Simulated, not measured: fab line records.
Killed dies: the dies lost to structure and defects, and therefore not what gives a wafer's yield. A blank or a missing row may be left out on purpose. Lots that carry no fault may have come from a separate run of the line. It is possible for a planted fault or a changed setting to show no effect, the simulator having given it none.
Chamber matching | flow n5Finfet | N5_BEOL_M15_DEP_53 on pecvd-04 has 3 sister chambers
The step deposits SiCN from 3MS/NH3, target thk 50 nm, time 17.8 s. 6 wafers are shown with their chamber, then 7 later ones without.

== WAFERS WITH THEIR CHAMBER ==
wafer  | chamber | throttleValvePct (%) | showerheadPlenumPTorr (Torr)
L305.4 | 1       | 19.0                 | 4.148
L307.4 | 1       | 18.9                 | 4.145
L306.4 | 2       | 17.1                 | 4.165
L306.6 | 0       | 19.8                 | 4.188
L318.2 | 0       | 20.0                 | 4.194
L318.3 | 2       | 17.3                 | 4.168

== WAFERS MISSING THEIR CHAMBER ==
wafer  | throttleValvePct (%) | showerheadPlenumPTorr (Torr)
L318.5 | 20.0                 | 4.189
L323.3 | 20.2                 | 4.188
L323.5 | 17.5                 | 4.187
L323.6 | 19.8                 | 4.181
L325.2 | 17.2                 | 4.178
L325.4 | 17.2                 | 4.184
L325.5 | 19.7                 | 4.185

== EACH ONE'S CHAMBER ==
wafer  | from the rows above | in truth
L318.5 | 0                   | 0
L323.3 | 0                   | 0
L323.5 | 2                   | 2
L323.6 | 0                   | 0
L325.2 | 2                   | 2
L325.4 | 2                   | 2
L325.5 | 0                   | 0
Correct placement for 7 of the 7. Not placeable from these rows: 0. 0 placed wrongly.
How it was worked out, from the rows above alone: a wafer's distance from a chamber is the root of the sum, over the readings, of the square of ((its reading less the chamber's mean) divided by the reading's scatter). The wafer belongs to the nearest chamber; if the next one is less than 2 further off, it can't be placed. The mean given for a chamber averages the wafers shown for that chamber. The scatter: take each reading less its chamber's mean, square it, sum over the shown wafers, divide by the number of wafers less the number of chambers, and take the root.
